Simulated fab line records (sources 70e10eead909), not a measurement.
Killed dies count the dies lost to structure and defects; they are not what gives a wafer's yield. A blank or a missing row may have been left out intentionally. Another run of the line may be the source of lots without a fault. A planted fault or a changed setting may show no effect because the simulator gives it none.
Chamber matching :: flow nand harc :: 4 sister chambers for NHARC_P_GATE_DESCUM_93 on rie diel-04
The step chemistry O2, time 3 s. 33 wafers are shown with their chamber, then 12 later ones without.

EACH WAFER AND ITS CHAMBER
wafer: L079.1
chamber: 1
showerhead plenum p Torr (Torr): 1.98
drypump motor current A (A): 5.7
oes product au (a.u.): 0.992

wafer: L079.4
chamber: 3
showerhead plenum p Torr (Torr): 2.01
drypump motor current A (A): 6.5
oes product au (a.u.): 0.995

wafer: L079.5
chamber: 1
showerhead plenum p Torr (Torr): 1.98
drypump motor current A (A): 5.7
oes product au (a.u.): 1.006

wafer: L080.1
chamber: 1
showerhead plenum p Torr (Torr): 1.98
drypump motor current A (A): 5.7
oes product au (a.u.): 1.013

wafer: L080.3
chamber: 2
showerhead plenum p Torr (Torr): 1.86
drypump motor current A (A): 5.8
oes product au (a.u.): 0.999

wafer: L080.4
chamber: 0
showerhead plenum p Torr (Torr): 1.81
drypump motor current A (A): 4.9
oes product au (a.u.): 0.982

wafer: L082.1
chamber: 3
showerhead plenum p Torr (Torr): 2.01
drypump motor current A (A): 6.6
oes product au (a.u.): 1.007

wafer: L082.2
chamber: 2
showerhead plenum p Torr (Torr): 1.86
drypump motor current A (A): 5.8
oes product au (a.u.): 0.995

wafer: L082.4
chamber: 1
showerhead plenum p Torr (Torr): 1.98
drypump motor current A (A): 5.7
oes product au (a.u.): 1.008

wafer: L082.3
chamber: 0
showerhead plenum p Torr (Torr): 1.81
drypump motor current A (A): 4.8
oes product au (a.u.): 0.990

wafer: L082.5
chamber: 0
showerhead plenum p Torr (Torr): 1.81
drypump motor current A (A): 4.8
oes product au (a.u.): 0.988

wafer: L082.6
chamber: 3
showerhead plenum p Torr (Torr): 2.01
drypump motor current A (A): 6.5
oes product au (a.u.): 1.001

wafer: L083.1
chamber: 0
showerhead plenum p Torr (Torr): 1.81
drypump motor current A (A): 4.8
oes product au (a.u.): 0.990

wafer: L083.2
chamber: 2
showerhead plenum p Torr (Torr): 1.86
drypump motor current A (A): 5.7
oes product au (a.u.): 1.016

wafer: L083.4
chamber: 3
showerhead plenum p Torr (Torr): 2.01
drypump motor current A (A): 6.5
oes product au (a.u.): 1.014

wafer: L084.1
chamber: 1
showerhead plenum p Torr (Torr): 1.97
drypump motor current A (A): 5.7
oes product au (a.u.): 1.003

wafer: L084.2
chamber: 2
showerhead plenum p Torr (Torr): 1.86
drypump motor current A (A): 5.8
oes product au (a.u.): 0.994

wafer: L084.3
chamber: 0
showerhead plenum p Torr (Torr): 1.81
drypump motor current A (A): 4.8
oes product au (a.u.): 0.987

wafer: L084.4
chamber: 3
showerhead plenum p Torr (Torr): 2.01
drypump motor current A (A): 6.6
oes product au (a.u.): 0.996

wafer: L084.5
chamber: 0
showerhead plenum p Torr (Torr): 1.81
drypump motor current A (A): 4.8
oes product au (a.u.): 0.978

wafer: L084.6
chamber: 1
showerhead plenum p Torr (Torr): 1.97
drypump motor current A (A): 5.7
oes product au (a.u.): 0.997

wafer: L088.1
chamber: 3
showerhead plenum p Torr (Torr): 2.00
drypump motor current A (A): 6.5
oes product au (a.u.): 1.011

wafer: L088.3
chamber: 2
showerhead plenum p Torr (Torr): 1.86
drypump motor current A (A): 5.7
oes product au (a.u.): 0.999

wafer: L088.5
chamber: 2
showerhead plenum p Torr (Torr): 1.86
drypump motor current A (A): 5.7
oes product au (a.u.): 1.000

wafer: L086.1
chamber: 3
showerhead plenum p Torr (Torr): 2.00
drypump motor current A (A): 6.6
oes product au (a.u.): 0.998

wafer: L086.3
chamber: 1
showerhead plenum p Torr (Torr): 1.97
drypump motor current A (A): 5.7
oes product au (a.u.): 0.997

wafer: L086.5
chamber: 3
showerhead plenum p Torr (Torr): 2.00
drypump motor current A (A): 6.5
oes product au (a.u.): 1.006

wafer: L089.1
chamber: 2
showerhead plenum p Torr (Torr): 1.86
drypump motor current A (A): 5.7
oes product au (a.u.): 1.016

wafer: L089.2
chamber: 3
showerhead plenum p Torr (Torr): 2.00
drypump motor current A (A): 6.6
oes product au (a.u.): 1.005

wafer: L089.6
chamber: 0
showerhead plenum p Torr (Torr): 1.81
drypump motor current A (A): 4.8
oes product au (a.u.): 0.979

wafer: L089.3
chamber: 1
showerhead plenum p Torr (Torr): 1.97
drypump motor current A (A): 5.7
oes product au (a.u.): 1.002

wafer: L089.4
chamber: 0
showerhead plenum p Torr (Torr): 1.81
drypump motor current A (A): 4.9
oes product au (a.u.): 0.987

wafer: L089.5
chamber: 3
showerhead plenum p Torr (Torr): 2.00
drypump motor current A (A): 6.6
oes product au (a.u.): 0.998

SIGNATURES (means of the wafers above)
reading: showerhead plenum p Torr
chamber 0: 1.8100
chamber 1: 1.9750
chamber 2: 1.8600
chamber 3: 2.0050
scatter within a chamber: 0.00394

reading: drypump motor current A
chamber 0: 4.825
chamber 1: 5.700
chamber 2: 5.743
chamber 3: 6.550
scatter within a chamber: 0.0444

reading: oes product au
chamber 0: 0.98513
chamber 1: 1.00225
chamber 2: 1.00271
chamber 3: 1.00310
scatter within a chamber: 0.00692
Rule: a wafer lies at a distance from a chamber equal to the root of the sum of squares, over the readings, of (its reading less the chamber's mean, divided by the reading's scatter). The wafer belongs to the nearest chamber; if the next one is less than 2 further off, it can't be placed. The scatter: take each reading less its chamber's mean, square it, sum over the shown wafers, divide by the number of wafers less the number of chambers, and take the root.

WAFERS WITHOUT THEIR CHAMBER
wafer: L090.1
showerhead plenum p Torr (Torr): 2.00
drypump motor current A (A): 6.6
oes product au (a.u.): 1.001

wafer: L090.3
showerhead plenum p Torr (Torr): 1.86
drypump motor current A (A): 5.7
oes product au (a.u.): 1.003

wafer: L090.6
showerhead plenum p Torr (Torr): 1.86
drypump motor current A (A): 5.8
oes product au (a.u.): 1.008

wafer: L091.4
showerhead plenum p Torr (Torr): 1.86
drypump motor current A (A): 5.8
oes product au (a.u.): 1.006

wafer: L091.5
showerhead plenum p Torr (Torr): 2.00
drypump motor current A (A): 6.5
oes product au (a.u.): 1.010

wafer: L091.6
showerhead plenum p Torr (Torr): 1.81
drypump motor current A (A): 4.8
oes product au (a.u.): 0.991

wafer: L092.1
showerhead plenum p Torr (Torr): 1.86
drypump motor current A (A): 5.8
oes product au (a.u.): 1.006

wafer: L092.2
showerhead plenum p Torr (Torr): 2.00
drypump motor current A (A): 6.5
oes product au (a.u.): 1.002

wafer: L092.3
showerhead plenum p Torr (Torr): 1.81
drypump motor current A (A): 4.9
oes product au (a.u.): 0.989

wafer: L096.1
showerhead plenum p Torr (Torr): 2.00
drypump motor current A (A): 6.6
oes product au (a.u.): 1.000

wafer: L096.2
showerhead plenum p Torr (Torr): 1.97
drypump motor current A (A): 5.7
oes product au (a.u.): 0.990

wafer: L096.3
showerhead plenum p Torr (Torr): 1.86
drypump motor current A (A): 5.8
oes product au (a.u.): 0.991

WHICH CHAMBER EACH WENT THROUGH
wafer: L090.1
from the rows above: 3
in truth: 3

wafer: L090.3
from the rows above: 2
in truth: 2

wafer: L090.6
from the rows above: 2
in truth: 2

wafer: L091.4
from the rows above: 2
in truth: 2

wafer: L091.5
from the rows above: 3
in truth: 3

wafer: L091.6
from the rows above: 0
in truth: 0

wafer: L092.1
from the rows above: 2
in truth: 2

wafer: L092.2
from the rows above: 3
in truth: 3

wafer: L092.3
from the rows above: 0
in truth: 0

wafer: L096.1
from the rows above: 3
in truth: 3

wafer: L096.2
from the rows above: 1
in truth: 1

wafer: L096.3
from the rows above: 2
in truth: 2
Correctly placed: 12 of 12. Not placeable from these rows: 0. Placed wrongly: 0.
